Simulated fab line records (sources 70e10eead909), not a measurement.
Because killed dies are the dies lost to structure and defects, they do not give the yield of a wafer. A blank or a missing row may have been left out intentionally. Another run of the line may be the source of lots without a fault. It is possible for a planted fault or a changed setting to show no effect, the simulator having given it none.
Which tool was responsible? ; flow nand-harc ; 18 wafers from 6 lots sampled at 3 of the route's 1159 steps

WHAT THE GAUGES READ, wafer by wafer
NHARC_A_BONDPAD_OVL_MEAS_35.
lot;measured;on;overlay-x-nm (nm)
L595;day 18 06:26;overlay-02;-4 -4 -4
L599;day 19 00:22;overlay-01;2 3 2
L600;day 19 21:08;overlay-02;-11 -11 -11
L602;day 20 06:53;overlay-02;-7 -8 -7
L608;day 20 22:40;overlay-01;-1 -2 -2
L611;day 22 15:38;overlay-01;-6 -7 -6

WHICH TOOL RAN EACH LOT (tool, then ch and the chambers of the sampled wafers, then the start)
lot;NHARC_P_BONDPAD_ETCH_24;NHARC_A_M1_ANNEAL_31
L595;rie-diel-03 ch 0,1,2, day 6 20:47;rtp-anneal-02 ch 0, day 18 03:19
L599;rie-diel-03 ch 1,3, day 7 18:54;rtp-anneal-01 ch 0, day 18 21:41
L600;rie-diel-01 ch 1,2,3, day 8 06:47;rtp-anneal-02 ch 0, day 19 18:22
L602;rie-diel-08 ch 0,1,3, day 8 17:53;rtp-anneal-01 ch 0, day 20 03:55
L608;rie-diel-03 ch 0,1,3, day 9 18:43;rtp-anneal-02 ch 0, day 20 19:50
L611;rie-diel-03 ch 0,2,3, day 10 16:55;rtp-anneal-02 ch 0, day 22 12:47
- NHARC_P_BONDPAD_ETCH_24: etches the open film in CF4/N2, target depth 30 nm, time 72.99 s.
- NHARC_A_M1_ANNEAL_31: time 90 s.

THE ANSWER, worked out from the rows above alone
Rule: the lots themselves supply what counts as usual. The widest of any qualifying gaps counts: lots, ordered by their means at a reading, are off when they make up no more than a third of the lots, leave a main group of 4 or more, and stand apart from it by 3 or more times the standard deviation of that group's means. The tables above print the reading to a certain number of digits; a main group whose means all agree to those digits is not used. Also off: a lot with no number at a reading for which 4 or more lots have one. All remaining lots with rows at the step are treated as sound.
No lot is off at any reading shown: from this, nothing can be told.

WHAT THE SIMULATOR PUT IN
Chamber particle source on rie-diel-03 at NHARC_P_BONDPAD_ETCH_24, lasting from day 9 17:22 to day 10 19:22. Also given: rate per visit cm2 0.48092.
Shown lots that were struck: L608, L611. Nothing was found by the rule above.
